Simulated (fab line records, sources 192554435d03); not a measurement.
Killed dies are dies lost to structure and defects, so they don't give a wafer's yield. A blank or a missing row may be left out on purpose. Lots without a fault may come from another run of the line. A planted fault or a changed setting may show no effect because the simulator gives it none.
fab line records | flow n5_finfet
record lots=24 wafers=72 last_day=18
route steps=1938 shown BEOL_M6@1238 BEOL_M7@1264 BEOL_M8@1332
lots that met no fault: from a run of the same line without faults
start_h: hours from the record's first day to the start of the lot's first wafer shown | wait_h: hours since the lot's step before | " the same as in the row above | L1.1+2: a row that stands for several wafers | - no value, or no start given | * or withheld: withheld | < > ~ a bound
route shown NAME@n: a module of which the file shows steps, and the number in the route of the first | usual: mean/standard deviation of fault-free wafers | same: alike in all rows | chamber/n: place in a boat | sites: the reading at each site | _std_site: their standard deviation | _edge_site: outer sites' mean less inner sites' | radius_mm: how far each site lies from the wafer's centre | mask NAME#n: copy n | behind: the tool/chamber that last shaped the wafer | hold: why the lot was held/for how many hours/how that ended | device: the transistor (n, p or np) that didn't switch | end of line: the same wafers' tests at the end of the route | a step without rows: its recipe alone | killed: dies lost to structure and defects at the first sort, not the wafer's yield | map: a wafer's dies, x killed, . not, _ none there
set.NAME: the setting as run; set.NAME@STEP: as run at that earlier step | model.NAME: the simulator's own value behind a step, which no gauge read
steps of the route over a sample of lots; a table a step, a row a wafer
services: from which hour (start_h, from the record's first day; less than 0 if before it) a tool's chamber was out of use, for how many hours, and why
## steps
# step N5_BEOL_M6_STRIP_36
# recipe chemistry=N2/H2 power_w=450 temp_c=40 pressure_mtorr=20 rf_frequency_hz=6e+07 overash_fraction=0.3 bias_power_w=7 h2_frac=0.5 n2_flow_sccm=200 h2_flow_sccm=200
# usual drypump_motor_current_A=5.8/0.54 oes_product_au=0.82/0.093 rf_vpp_V=59.5/1.5 showerhead_plenum_p_Torr=2.60/0.072 throttle_valve_pct=23.5/0.33
# columns lot.wafer tool chamber start_h wait_h drypump_motor_current_A oes_product_au rf_hours_counter_h rf_vpp_V showerhead_plenum_p_Torr throttle_valve_pct
L074.1 rie_diel-06 3 194.70 0.0 5.4 0.94 7 59.0 2.70 23.4
L074.3 " 0 " " 5.7 0.70 224 59.1 2.61 23.8
L074.6 " 2 " " 6.3 0.69 - 56.8 2.51 24.0
L075.1 rie_diel-03 3 205.67 0.0 5.9 0.79 109 60.1 2.43 23.3
L075.3 " 2 " " 5.0 0.81 81 59.4 2.58 24.2
L075.4 " 1 " " 5.5 0.72 191 58.0 2.62 23.7
L076.1 rie_diel-03 0 217.03 0.0 5.2 0.87 43 60.9 2.58 23.4
L076.3 " 1 " " 5.5 0.70 196 60.2 2.62 23.7
L076.6 " 0 " " 5.2 0.87 - 58.1 2.58 23.4
L077.1 rie_diel-01 0 217.34 0.0 6.3 0.77 128 58.9 2.65 23.3
L077.3 " 3 " " 6.6 0.98 2 62.8 2.60 23.3
L077.6 " 3 " " 6.6 0.95 - 58.5 2.60 23.3
L079.1 rie_diel-06 0 218.48 0.0 5.8 0.69 235 59.1 2.61 23.7
L079.3 " 1 " " 6.6 0.70 221 61.7 2.61 23.4
L079.4 " 2 " " 6.3 1.03 0 59.9 2.51 23.5
L078.2 rie_diel-06 1 220.20 0.0 6.6 0.71 221 59.4 2.61 23.4
L078.4 " 0 " " 5.8 0.69 235 59.5 2.61 23.7
L078.5 " 1 " " 6.6 0.70 - 61.5 2.61 23.4
L080.2 rie_diel-01 2 234.09 0.0 5.2 0.82 78 61.6 2.70 23.7
L080.4 " 3 " " 6.6 0.94 10 61.2 2.60 23.3
L080.5 " 3 " " 6.5 0.92 - 61.8 2.60 23.3
L081.1 rie_diel-01 2 237.51 0.0 5.2 0.81 80 62.3 2.70 23.7
L081.4 " 3 " " 6.6 0.91 12 59.9 2.60 23.3
L081.5 " 3 " " 6.6 0.91 - 58.1 2.60 23.3
L083.1 rie_diel-03 2 241.00 0.0 5.0 0.79 95 57.9 2.58 24.2
L083.5 " 3 " " 5.9 0.79 - 57.5 2.43 23.3
L083.6 " 2 " " 5.0 0.80 - 58.6 2.58 24.2
L082.1 rie_diel-03 3 245.11 0.0 5.9 0.79 125 59.7 2.43 23.3
L082.3 " 0 " " 5.2 0.87 54 59.8 2.57 23.4
L082.5 " 2 " " 5.0 0.80 - 59.5 2.57 24.2
L084.2 rie_diel-03 1 252.16 0.0 5.5 0.70 210 56.4 2.62 23.7
L084.3 " 0 " " 5.2 0.84 58 57.7 2.57 23.4
L084.5 " 0 " " 5.2 0.86 - 59.4 2.57 23.4
L085.3 rie_diel-06 2 252.38 0.0 6.3 0.98 7 58.4 2.50 23.5
L085.5 " 1 " " 6.6 0.70 - 59.3 2.61 23.4
L085.6 " 2 " " 6.3 0.99 - 58.7 2.51 23.5
L086.1 rie_diel-03 3 271.74 0.0 6.0 0.77 134 60.8 2.42 23.4
L086.3 " 2 " " 5.0 0.78 109 57.3 2.57 24.3
L086.4 " 0 " " 5.2 0.84 65 57.6 2.57 23.4
L087.2 rie_diel-01 3 273.94 0.0 6.6 0.89 27 58.9 2.59 23.4
L087.3 " 0 " " 6.3 0.73 155 58.4 2.64 23.3
L087.5 " 2 " " 5.2 0.78 - 62.3 2.69 23.7
L089.1 rie_diel-01 2 279.84 0.0 5.2 0.79 98 60.7 2.69 23.8
L089.5 " 0 " " 6.4 0.74 - 59.4 2.64 23.3
L089.6 " 1 " " 5.8 0.94 - 61.2 2.68 22.8
L088.1 rie_diel-03 3 284.51 0.0 5.9 0.78 139 59.5 2.42 23.3
L088.4 " 0 " " 5.2 0.84 70 57.3 2.57 23.4
L088.5 " 1 " " 5.5 0.71 - 59.5 2.61 23.7
L091.3 rie_diel-01 2 292.06 0.0 5.2 0.79 103 57.5 2.69 23.7
L091.4 " 1 " " 5.7 0.93 27 59.1 2.68 22.8
L091.6 " 2 " " 5.2 0.77 - 59.1 2.69 23.7
L090.1 rie_diel-01 0 294.62 0.0 6.3 0.71 163 58.5 2.63 23.3
L090.3 " 1 " " 5.8 0.93 28 60.4 2.68 22.8
L090.5 " 0 " " 6.3 0.72 - 58.9 2.63 23.3
L093.3 rie_diel-06 0 304.96 0.0 5.7 0.98 2 59.8 2.60 23.4
L093.4 " 2 " " 6.3 0.92 27 58.6 2.50 23.5
L093.6 " 0 " " 5.8 0.97 - 58.7 2.60 23.4
L092.3 rie_diel-01 2 311.05 0.0 5.3 0.78 110 58.4 2.68 23.7
L092.4 " 3 " " 6.6 0.86 41 61.3 2.58 23.4
L092.6 " 2 " " 5.3 0.78 - 59.5 2.68 23.7
L094.1 rie_diel-01 1 323.81 0.0 5.8 0.91 38 59.0 2.67 22.8
L094.5 " 2 " " 5.2 0.78 - 59.0 2.68 23.7
L094.6 " 3 " " 6.6 0.87 - 60.5 2.58 23.4
L096.1 rie_diel-03 3 332.81 0.0 5.9 0.75 159 56.8 2.41 23.4
L096.5 " 0 " " 5.2 0.81 - 61.2 2.56 23.4
L096.6 " 3 " " 6.0 0.75 - 58.0 2.41 23.4
L095.2 rie_diel-06 2 332.81 0.0 6.3 0.92 37 60.2 2.49 23.6
L095.4 " 0 " " 5.8 0.94 - 59.0 2.60 23.4
L095.6 " 2 " " 6.3 0.92 - 57.4 2.49 23.5
L097.1 rie_diel-01 2 341.11 0.0 5.2 0.79 119 57.9 2.68 23.7
L097.2 " 0 " " 6.3 0.72 178 60.3 2.63 23.3
L097.3 " 3 " " 6.5 0.83 51 60.8 2.58 23.4
# step N5_BEOL_M7_CURE_74
# recipe temp_c=385 time_s=240 ambient=He/Ar material=SiCOH_lowk
# usual lamp_power_pct=52.32/0.058 wafer_temp_C_max=387.1/0.63
# columns lot.wafer tool chamber start_h wait_h lamp_power_pct wafer_temp_C_max
L074.1 uv_cure-03 2 199.36 0.0 52.27 387.6
L074.3 " 2 " " 52.23 387.5
L074.6 " 2 " " 52.41 387.3
L075.1 uv_cure-03 0 210.93 1.5 52.39 386.6
L075.3 " 0 " " 52.30 386.6
L075.4 " 0 " " 52.36 386.3
L076.1 uv_cure-01 0 221.18 1.1 52.27 386.7
L076.3 " 0 " " 52.26 386.4
L076.6 " 0 " " 52.27 386.5
L077.1 uv_cure-01 0 221.79 0.0 52.38 387.0
L077.3 " 0 " " 52.25 387.6
L077.6 " 0 " " 52.32 386.5
L079.1 uv_cure-02 0 222.99 0.1 52.35 387.3
L079.3 " 0 " " 52.34 387.0
L079.4 " 0 " " 52.33 386.9
L078.2 uv_cure-02 0 223.91 0.1 52.31 386.9
L078.4 " 0 " " 52.41 387.3
L078.5 " 0 " " 52.30 387.6
L080.2 uv_cure-03 2 239.29 0.9 52.41 387.1
L080.4 " 2 " " 52.28 387.0
L080.5 " 2 " " 52.32 387.5
L081.1 uv_cure-01 1 242.31 0.2 52.40 386.0
L081.4 " 1 " " 52.20 386.6
L081.5 " 1 " " 52.36 386.0
L083.1 uv_cure-03 2 246.15 0.0 52.29 387.1
L083.5 " 2 " " 52.39 387.5
L083.6 " 2 " " 52.30 387.1
L082.1 uv_cure-03 0 248.09 0.0 52.33 386.4
L082.3 " 0 " " 52.31 386.3
L082.5 " 0 " " 52.31 386.1
L084.2 uv_cure-02 2 254.79 0.2 52.23 386.6
L084.3 " 2 " " 52.39 386.2
L084.5 " 2 " " 52.31 387.3
L085.3 uv_cure-03 0 256.19 0.2 52.43 386.1
L085.5 " 0 " " 52.39 386.7
L085.6 " 0 " " 52.26 386.0
L086.1 uv_cure-01 2 274.99 0.0 52.23 388.4
L086.3 " 2 " " 52.25 387.5
L086.4 " 2 " " 52.30 388.1
L087.2 uv_cure-03 1 277.96 0.1 52.31 386.7
L087.3 " 1 " " 52.33 386.9
L087.5 " 1 " " 52.37 386.2
L089.1 uv_cure-03 2 283.18 0.0 52.33 388.0
L089.5 " 2 " " 52.29 387.3
L089.6 " 2 " " 52.32 386.5
L088.1 uv_cure-02 2 287.70 0.1 52.25 387.4
L088.4 " 2 " " 52.31 387.6
L088.5 " 2 " " 52.38 388.6
L091.3 uv_cure-01 0 295.02 0.2 52.40 386.7
L091.4 " 0 " " 52.29 386.9
L091.6 " 0 " " 52.29 387.4
L090.1 uv_cure-02 1 297.88 0.0 52.27 388.0
L090.3 " 1 " " 52.33 388.1
L090.5 " 1 " " 52.38 387.2
L093.3 uv_cure-03 1 309.53 0.2 52.18 386.3
L093.4 " 1 " " 52.32 386.5
L093.6 " 1 " " 52.26 387.2
L092.3 uv_cure-01 2 313.84 0.2 52.36 387.5
L092.4 " 2 " " 52.33 388.0
L092.6 " 2 " " 52.36 386.8
L094.1 uv_cure-03 1 327.20 0.0 52.19 386.5
L094.5 " 1 " " 52.28 387.2
L094.6 " 1 " " 52.23 386.9
L096.1 uv_cure-02 2 337.67 0.1 52.25 386.8
L096.5 " 2 " " 52.28 387.6
L096.6 " 2 " " 52.30 387.6
L095.2 uv_cure-01 2 338.25 0.4 52.23 387.7
L095.4 " 2 " " 52.24 386.9
L095.6 " 2 " " 52.30 387.7
L097.1 uv_cure-02 2 344.40 0.1 52.37 387.4
L097.2 " 2 " " 52.39 387.4
L097.3 " 2 " " 52.33 387.5
# step N5_BEOL_M7_PECVD_70
# recipe material=SiO2 target_thk_a=200 temp_c=400 precursor=TEOS/O2 pressure_torr=5.5 rf_w=450 teos_flow_sccm=53.8 gas=O2 flow_sccm=3000 time_s=22.7
# usual heater_power_outer_w=408/62 heater_power_w=702/110 showerhead_plenum_p_Torr=8.77/0.03 throttle_valve_pct=22.1/1.1
# columns lot.wafer tool chamber start_h wait_h heater_power_outer_w heater_power_w showerhead_plenum_p_Torr throttle_valve_pct
L074.1 pecvd-03 0 199.91 0.0 552 941 8.72 23.8
L074.3 " 1 " " 340 528 8.74 22.0
L074.6 " 2 " " 283 472 8.84 21.2
L075.1 pecvd-03 1 211.48 0.0 332 541 8.74 21.8
L075.3 " 0 " " 467 806 8.73 23.7
L075.4 " 1 " " 331 532 8.75 22.1
L076.1 pecvd-03 1 221.73 0.0 339 537 8.76 22.0
L076.3 " 0 " " 505 854 8.73 23.6
L076.6 " 0 " " 496 858 8.75 23.7
L077.1 pecvd-04 2 222.35 0.0 462 704 8.73 20.6
L077.3 " 1 " " 396 719 8.75 22.1
L077.6 " 1 " " 415 729 8.74 22.0
L079.1 pecvd-03 1 223.54 0.0 340 541 8.76 22.2
L079.3 " 0 " " 529 868 8.74 23.6
L079.4 " 0 " " 521 866 8.73 23.8
L078.2 pecvd-04 1 224.38 0.0 413 747 8.75 21.9
L078.4 " 2 " " 420 656 8.75 20.7
L078.5 " 2 " " 414 649 8.75 20.7
L080.2 pecvd-04 2 239.76 0.0 441 721 8.75 20.5
L080.4 " 1 " " 418 744 8.77 22.0
L080.5 " 1 " " 416 738 8.78 21.8
L081.1 pecvd-02 2 242.86 0.0 369 645 8.81 21.6
L081.4 " 0 " " 442 728 8.78 23.1
L081.5 " 2 " " 366 635 8.76 21.5
L083.1 pecvd-04 0 246.71 0.0 395 771 8.78 23.6
L083.5 " 0 " " 405 770 8.79 23.6
L083.6 " 1 " " 389 723 8.74 22.0
L082.1 pecvd-04 0 248.64 0.0 407 756 8.76 23.5
L082.3 " 1 " " 392 708 8.73 21.9
L082.5 " 1 " " 390 710 8.75 21.8
L084.2 pecvd-03 0 255.66 0.0 572 927 8.73 23.9
L084.3 " 2 " " 322 531 8.85 20.8
L084.5 " 0 " " 559 938 8.73 23.8
L085.3 pecvd-04 1 256.58 0.0 433 786 8.75 22.0
L085.5 " 1 " " 432 766 8.76 22.1
L085.6 " 2 " " 448 718 8.74 20.6
L086.1 pecvd-02 2 275.54 0.0 378 656 8.82 21.8
L086.3 " 1 " " 435 764 8.77 21.0
L086.4 " 0 " " 443 756 8.83 23.0
L087.2 pecvd-02 0 278.43 0.0 424 721 8.78 23.2
L087.3 " 1 " " 427 749 8.78 21.1
L087.5 " 0 " " 423 696 8.78 23.2
L089.1 pecvd-02 2 283.73 0.0 354 632 8.79 21.9
L089.5 " 2 " " 359 625 8.79 21.9
L089.6 " 1 " " 387 693 8.77 21.2
L088.1 pecvd-04 0 288.25 0.0 470 863 8.78 23.9
L088.4 " 2 " " 373 631 8.76 20.7
L088.5 " 0 " " 478 844 8.78 23.4
L091.3 pecvd-03 2 295.45 0.1 342 541 8.83 21.0
L091.4 " 0 " " 536 883 8.76 24.3
L091.6 " 0 " " 545 901 8.75 23.7
L090.1 pecvd-04 1 298.43 0.0 457 808 8.74 21.9
L090.3 " 1 " " 445 796 8.75 21.9
L090.5 " 1 " " 454 822 8.75 21.8
L093.3 pecvd-04 0 309.92 0.0 462 851 8.77 23.6
L093.4 " 1 " " 405 732 8.77 21.8
L093.6 " 0 " " 465 844 8.76 23.7
L092.3 pecvd-02 2 314.23 0.0 394 696 8.80 22.0
L092.4 " 1 " " 442 768 8.77 21.0
L092.6 " 2 " " 394 683 8.80 21.9
L094.1 pecvd-04 2 327.75 0.0 374 617 8.76 20.7
L094.5 " 0 " " 440 839 8.76 23.6
L094.6 " 2 " " 376 626 8.75 20.9
L096.1 pecvd-03 2 338.22 0.0 343 583 8.80 21.1
L096.5 " 2 " " 357 570 8.82 21.1
L096.6 " 1 " " 282 457 8.76 22.0
L095.2 pecvd-02 0 339.12 0.0 344 596 8.80 23.0
L095.4 " 0 " " 342 616 8.79 23.2
L095.6 " 1 " " 417 719 8.76 20.9
L097.1 pecvd-04 2 344.95 0.0 446 707 8.73 20.9
L097.2 " 1 " " 341 642 8.77 21.5
L097.3 " 1 " " 346 664 8.76 21.7
# step N5_BEOL_M7_OVL_MEAS_12
# recipe points_per_wafer=44
# usual M7_OVL=-0.5/0.67
# columns lot.wafer tool chamber start_h wait_h M7_OVL[nm]
L074.1 overlay-01 0 202.03 0.0 0.2
L074.3 " 0 " " -0.1
L074.6 " 0 " " -0.4
L075.1 overlay-02 0 213.05 0.0 -1.1
L075.3 " 0 " " -1.1
L075.4 " 0 " " -0.5
L076.1 overlay-01 0 222.59 0.0 -1.1
L076.3 " 0 " " -1.7
L076.6 " 0 " " -1.1
L077.1 overlay-02 0 223.62 0.0 -0.4
L077.3 " 0 " " -0.2
L077.6 " 0 " " -0.6
L079.1 overlay-02 0 224.18 0.0 -0.3
L079.3 " 0 " " -0.1
L079.4 " 0 " " 0.3
L078.2 overlay-02 0 228.50 0.0 -0.1
L078.4 " 0 " " 0.4
L078.5 " 0 " " 0.6
L080.2 overlay-02 0 241.41 0.0 -1.1
L080.4 " 0 " " -0.2
L080.5 " 0 " " 0.2
L081.1 overlay-02 0 246.89 0.0 -1.1
L081.4 " 0 " " -0.6
L081.5 " 0 " " 0.3
L083.1 overlay-01 0 247.19 0.0 -0.1
L083.5 " 0 " " 0.0
L083.6 " 0 " " -0.1
L082.1 overlay-02 0 249.52 0.0 -1.1
L082.3 " 0 " " -0.8
L082.5 " 0 " " -0.9
L084.2 overlay-02 0 256.61 0.0 -0.6
L084.3 " 0 " " -0.7
L084.5 " 0 " " -0.5
L085.3 overlay-01 0 258.46 0.0 -0.3
L085.5 " 0 " " -0.9
L085.6 " 0 " " 0.1
L086.1 overlay-02 0 278.14 0.0 -0.5
L086.3 " 0 " " 0.9
L086.4 " 0 " " 0.1
L087.2 overlay-02 0 279.05 0.0 -1.5
L087.3 " 0 " " -1.8
L087.5 " 0 " " -2.5
L089.1 overlay-01 0 285.41 0.0 -0.1
L089.5 " 0 " " -1.1
L089.6 " 0 " " -0.7
L088.1 overlay-02 0 292.66 0.0 -1.1
L088.4 " 0 " " -0.3
L088.5 " 0 " " -0.7
L091.3 overlay-02 0 296.36 0.0 -0.3
L091.4 " 0 " " -0.1
L091.6 " 0 " " -0.2
L090.1 overlay-02 0 303.11 0.0 -0.8
L090.3 " 0 " " -1.4
L090.5 " 0 " " -0.2
L093.3 overlay-01 0 311.69 0.0 0.0
L093.4 " 0 " " 0.2
L093.6 " 0 " " -0.1
L092.3 overlay-02 0 315.53 0.0 -1.0
L092.4 " 0 " " -2.1
L092.6 " 0 " " -1.8
L094.1 overlay-01 0 328.36 0.0 -0.6
L094.5 " 0 " " 0.3
L094.6 " 0 " " -0.4
L096.1 overlay-01 0 339.42 0.0 0.9
L096.5 " 0 " " -0.2
L096.6 " 0 " " -0.6
L095.2 overlay-01 0 342.04 0.1 0.5
L095.4 " 0 " " 0.6
L095.6 " 0 " " -0.2
L097.1 overlay-01 0 345.67 0.0 -1.3
L097.2 " 0 " " -0.9
L097.3 " 0 " " -0.9
# step N5_BEOL_M7_DESCUM_33
# recipe chemistry=O2 time_s=7 source_power_w=50 bias_power_w=20 pressure_mtorr=20 rf_frequency_hz=2.712e+07 temp_c=40 resist=CAR-EUV o2_flow_sccm=225
# usual drypump_motor_current_A=5.6/0.39 oes_product_au=0.81/0.082 rf_vpp_V=243.6/1.2 showerhead_plenum_p_Torr=2.12/0.051 throttle_valve_pct=20.38/0.21
# columns lot.wafer tool chamber start_h wait_h drypump_motor_current_A oes_product_au rf_hours_counter_h rf_vpp_V showerhead_plenum_p_Torr throttle_valve_pct
L074.1 rie_diel-02 2 204.80 0.2 5.6 0.74 168 242.9 2.10 20.33
L074.3 " 2 " " 5.6 0.74 - 242.4 2.10 20.34
L074.6 " 2 " " 5.6 0.74 - 242.5 2.10 20.31
L075.1 rie_diel-04 1 216.82 0.2 5.3 0.91 21 240.9 2.03 20.13
L075.3 " 3 " " 5.7 0.86 49 244.5 2.11 20.34
L075.4 " 0 " " 5.9 0.76 149 242.7 2.12 20.44
L076.1 rie_diel-04 3 223.64 0.1 5.7 0.85 51 245.9 2.11 20.36
L076.3 " 0 " " 5.9 0.76 151 243.0 2.12 20.43
L076.6 " 2 " " 6.3 0.86 - 244.5 2.13 20.50
L079.1 rie_diel-04 0 227.78 0.1 5.9 0.76 152 243.3 2.12 20.44
L079.3 " 1 " " 5.4 0.90 24 242.9 2.03 20.12
L079.4 " 2 " " 6.4 0.85 61 243.9 2.13 20.51
L077.1 rie_diel-02 0 227.82 0.1 5.4 0.94 14 245.1 2.22 20.00
L077.3 " 2 " " 5.6 0.75 175 243.5 2.10 20.34
L077.6 " 3 " " 5.2 0.71 - 244.7 2.17 20.63
L078.2 rie_diel-02 1 230.05 0.0 4.9 0.97 6 244.1 2.13 20.02
L078.4 " 0 " " 5.4 0.94 14 246.3 2.22 19.99
L078.5 " 3 " " 5.2 0.70 - 245.2 2.17 20.67
L080.2 rie_diel-04 3 244.48 0.0 5.7 0.85 55 244.3 2.10 20.37
L080.4 " 2 " " 6.4 0.84 66 244.0 2.12 20.51
L080.5 " 0 " " 5.9 0.75 - 242.7 2.12 20.45
L081.1 rie_diel-05 1 248.83 0.3 5.6 0.74 175 244.0 2.10 20.53
L081.4 " 2 " " 5.5 0.88 62 245.1 2.15 20.49
L081.5 " 3 " " 5.6 0.87 - 244.1 2.06 20.36
L083.1 rie_diel-05 0 249.23 0.7 6.2 0.72 192 244.7 2.15 20.64
L083.5 " 0 " " 6.2 0.72 - 242.5 2.15 20.63
L083.6 " 1 " " 5.6 0.74 - 243.1 2.10 20.51
L082.1 rie_diel-02 1 250.84 0.0 4.9 0.95 12 244.4 2.12 20.03
L082.3 " 0 " " 5.3 0.94 21 245.2 2.22 20.01
L082.5 " 1 " " 4.9 0.95 - 243.2 2.12 20.05
L084.2 rie_diel-02 1 257.80 0.0 4.9 0.94 15 245.2 2.12 20.03
L084.3 " 3 " " 5.2 0.69 194 244.3 2.16 20.66
L084.5 " 1 " " 4.9 0.94 - 244.0 2.12 20.05
L085.3 rie_diel-05 1 262.85 0.1 5.6 0.73 180 242.0 2.10 20.54
L085.5 " 2 " " 5.4 0.86 - 243.7 2.14 20.50
L085.6 " 1 " " 5.6 0.73 - 243.5 2.10 20.55
L086.1 rie_diel-04 1 279.49 0.3 5.3 0.88 40 244.0 2.02 20.16
L086.3 " 2 " " 6.4 0.83 78 243.9 2.12 20.53
L086.4 " 3 " " 5.7 0.84 67 244.1 2.10 20.39
L087.2 rie_diel-02 2 281.41 0.4 5.5 0.74 187 242.2 2.10 20.36
L087.3 " 0 " " 5.4 0.90 31 245.3 2.22 20.03
L087.5 " 3 " " 5.2 0.68 - 245.2 2.16 20.66
L089.1 rie_diel-02 1 291.84 0.0 4.9 0.91 25 243.7 2.12 20.06
L089.5 " 1 " " 4.9 0.91 - 245.0 2.12 20.05
L089.6 " 0 " " 5.4 0.90 - 244.0 2.22 20.01
L088.1 rie_diel-05 1 294.36 0.0 5.6 0.72 190 243.6 2.10 20.57
L088.4 " 3 " " 5.6 0.85 53 241.5 2.05 20.39
L088.5 " 0 " " 6.2 0.71 - 243.8 2.15 20.66
L091.3 rie_diel-04 0 301.78 0.0 5.9 0.73 172 243.8 2.11 20.47
L091.4 " 3 " " 5.7 0.82 73 244.1 2.10 20.39
L091.6 " 3 " " 5.7 0.82 - 242.8 2.10 20.39
L090.1 rie_diel-05 1 304.19 0.0 5.6 0.72 194 242.1 2.10 20.56
L090.3 " 2 " " 5.5 0.84 80 244.0 2.14 20.50
L090.5 " 3 " " 5.6 0.84 - 242.8 2.05 20.37
L093.3 rie_diel-04 3 313.43 0.0 5.7 0.82 77 243.7 2.10 20.41
L093.4 " 2 " " 6.4 0.81 88 242.2 2.12 20.55
L093.6 " 2 " " 6.4 0.81 - 243.8 2.12 20.54
L092.3 rie_diel-02 3 318.46 0.8 5.2 0.69 211 244.5 2.16 20.68
L092.4 " 0 " " 5.3 0.88 42 244.8 2.21 20.04
L092.6 " 2 " " 5.6 0.72 - 243.7 2.09 20.39
L094.1 rie_diel-05 1 332.56 0.2 5.6 0.72 202 241.6 2.09 20.59
L094.5 " 2 " " 5.5 0.83 - 243.2 2.14 20.53
L094.6 " 3 " " 5.6 0.84 - 242.9 2.05 20.41
L096.1 rie_diel-04 1 340.91 0.1 5.3 0.85 57 243.3 2.02 20.18
L096.5 " 3 " " 5.7 0.81 - 243.2 2.09 20.41
L096.6 " 2 " " 6.4 0.80 - 244.7 2.11 20.56
L095.2 rie_diel-04 0 343.74 0.0 5.9 0.73 185 243.2 2.11 20.48
L095.4 " 2 " " 6.4 0.80 97 243.0 2.11 20.57
L095.6 " 1 " " 5.4 0.84 - 244.0 2.02 20.17
L097.1 rie_diel-05 0 347.01 0.0 6.2 0.70 223 244.1 2.14 20.67
L097.2 " 3 " " 5.6 0.84 67 241.2 2.05 20.41
L097.3 " 2 " " 5.5 0.84 91 242.2 2.13 20.53
# step N5_BEOL_M8_ILD_DEP_00
# recipe material=SiCOH_lowk target_thk_a=1797.5 temp_c=300 precursor=DEMS/porogen pressure_torr=5 rf_w=500 time_s=33.4
# usual heater_power_outer_w=140/32 heater_power_w=299/52 showerhead_plenum_p_Torr=5.738/0.016 throttle_valve_pct=14.1/1
# columns lot.wafer tool chamber start_h wait_h heater_power_outer_w heater_power_w showerhead_plenum_p_Torr throttle_valve_pct
L074.1 pecvd-02 1 208.38 0.0 133 294 5.729 13.2
L074.3 " 2 " " 91 238 5.748 13.4
L074.6 " 0 " " 155 327 5.735 14.3
L075.1 pecvd-01 2 221.29 0.0 136 278 5.756 14.0
L075.3 " 1 " " 173 330 5.724 16.2
L075.4 " 2 " " 141 290 5.767 14.0
L076.1 pecvd-03 1 229.73 0.0 100 215 5.732 13.3
L076.3 " 0 " " 222 441 5.736 14.9
L076.6 " 1 " " 103 216 5.739 13.9
L079.1 pecvd-02 1 230.84 0.0 136 310 5.746 12.8
L079.3 " 0 " " 144 301 5.742 14.4
L079.4 " 0 " " 143 314 5.751 14.3
L077.1 pecvd-02 2 231.42 0.0 117 276 5.744 13.6
L077.3 " 0 " " 156 330 5.745 14.0
L077.6 " 0 " " 158 321 5.755 14.5
L078.2 pecvd-01 2 233.69 0.0 152 300 5.759 14.0
L078.4 " 1 " " 150 305 5.716 15.6
L078.5 " 0 " " 134 303 5.711 13.7
L080.2 pecvd-01 1 247.71 0.0 163 334 5.718 16.3
L080.4 " 0 " " 146 316 5.737 13.6
L080.5 " 1 " " 167 335 5.719 16.3
L081.1 pecvd-01 0 251.57 0.0 94 256 5.732 13.7
L081.4 " 0 " " 99 253 5.732 13.5
L081.5 " 2 " " 127 267 5.763 14.0
L083.1 pecvd-03 1 252.69 0.0 107 222 5.736 13.5
L083.5 " 1 " " 109 220 5.729 13.7
L083.6 " 2 " " 87 203 5.747 13.0
L082.1 pecvd-03 2 253.92 0.0 89 208 5.761 12.8
L082.3 " 1 " " 93 208 5.736 13.6
L082.5 " 1 " " 97 211 5.724 13.6
L084.2 pecvd-02 2 262.94 0.0 120 272 5.735 13.5
L084.3 " 1 " " 154 324 5.734 12.9
L084.5 " 0 " " 153 313 5.732 14.3
L085.3 pecvd-01 0 265.73 0.0 142 302 5.709 13.5
L085.5 " 0 " " 146 316 5.731 13.7
L085.6 " 2 " " 162 313 5.765 14.1
L086.1 pecvd-01 0 283.24 0.0 118 279 5.714 13.2
L086.3 " 2 " " 159 314 5.772 13.9
L086.4 " 2 " " 163 316 5.754 14.2
L087.2 pecvd-01 0 284.48 0.0 104 268 5.728 13.6
L087.3 " 2 " " 154 308 5.767 14.2
L087.5 " 1 " " 148 310 5.732 16.3
L089.1 pecvd-03 0 295.12 0.0 214 425 5.744 14.8
L089.5 " 0 " " 213 430 5.723 14.8
L089.6 " 2 " " 104 220 5.744 13.3
L088.1 pecvd-02 1 298.22 0.0 147 323 5.739 12.9
L088.4 " 2 " " 103 252 5.741 13.5
L088.5 " 0 " " 147 307 5.746 14.5
L091.3 pecvd-03 2 304.65 0.0 99 212 5.756 12.8
L091.4 " 0 " " 159 345 5.729 14.9
L091.6 " 2 " " 100 228 5.743 12.9
L090.1 pecvd-02 1 309.07 0.0 155 329 5.734 12.8
L090.3 " 0 " " 152 312 5.739 14.0
L090.5 " 2 " " 114 270 5.749 13.6
L093.3 pecvd-01 0 317.67 0.0 133 306 5.718 13.5
L093.4 " 1 " " 137 296 5.715 16.2
L093.6 " 0 " " 138 313 5.717 13.5
L092.3 pecvd-02 1 325.24 0.0 148 325 5.732 13.0
L092.4 " 2 " " 137 298 5.744 13.6
L092.6 " 0 " " 157 320 5.727 14.2
L094.1 pecvd-01 0 337.41 0.0 145 322 5.730 13.6
L094.5 " 1 " " 188 348 5.732 16.2
L094.6 " 0 " " 97 260 5.728 13.6
L096.1 pecvd-01 2 345.27 0.0 161 308 5.768 14.3
L096.5 " 0 " " 124 291 5.706 13.4
L096.6 " 1 " " 130 282 5.730 16.0
L095.2 pecvd-02 2 348.65 0.0 128 279 5.754 13.6
L095.4 " 2 " " 130 282 5.742 13.8
L095.6 " 1 " " 154 335 5.751 13.0
L097.1 pecvd-01 0 350.60 0.0 117 273 5.713 13.8
L097.2 " 1 " " 169 334 5.710 16.1
L097.3 " 2 " " 148 297 5.746 14.3
## services
# columns tool chamber start_h hours kind
rie_diel-01 3 172.08 16.0 repair
rie_diel-02 - 174.67 14.6 pm
rie_diel-01 1 175.77 9.0 repair
uv_cure-03 - 184.43 7.1 pm
rie_diel-03 3 184.82 4.3 repair
rie_diel-02 0 190.78 2.9 repair
rie_diel-02 3 201.95 4.0 repair
pecvd-03 2 209.24 13.2 repair
pecvd-04 0 214.44 25.6 repair
uv_cure-03 - 215.20 9.7 repair
pecvd-02 2 223.44 4.2 repair
uv_cure-03 - 224.93 2.1 pm
uv_cure-03 - 233.21 6.0 pm
pecvd-04 2 242.61 6.9 repair
pecvd-01 - 255.82 1.6 repair
rie_diel-03 3 259.60 4.2 repair
pecvd-03 1 260.12 40.9 repair
rie_diel-02 3 264.08 11.4 repair
pecvd-03 - 276.82 6.0 pm
rie_diel-01 0 287.50 1.8 repair
pecvd-04 2 289.93 9.3 repair
pecvd-02 - 292.26 5.5 pm
pecvd-03 - 298.20 0.8 repair
rie_diel-04 1 330.34 2.0 repair
## key
fault none
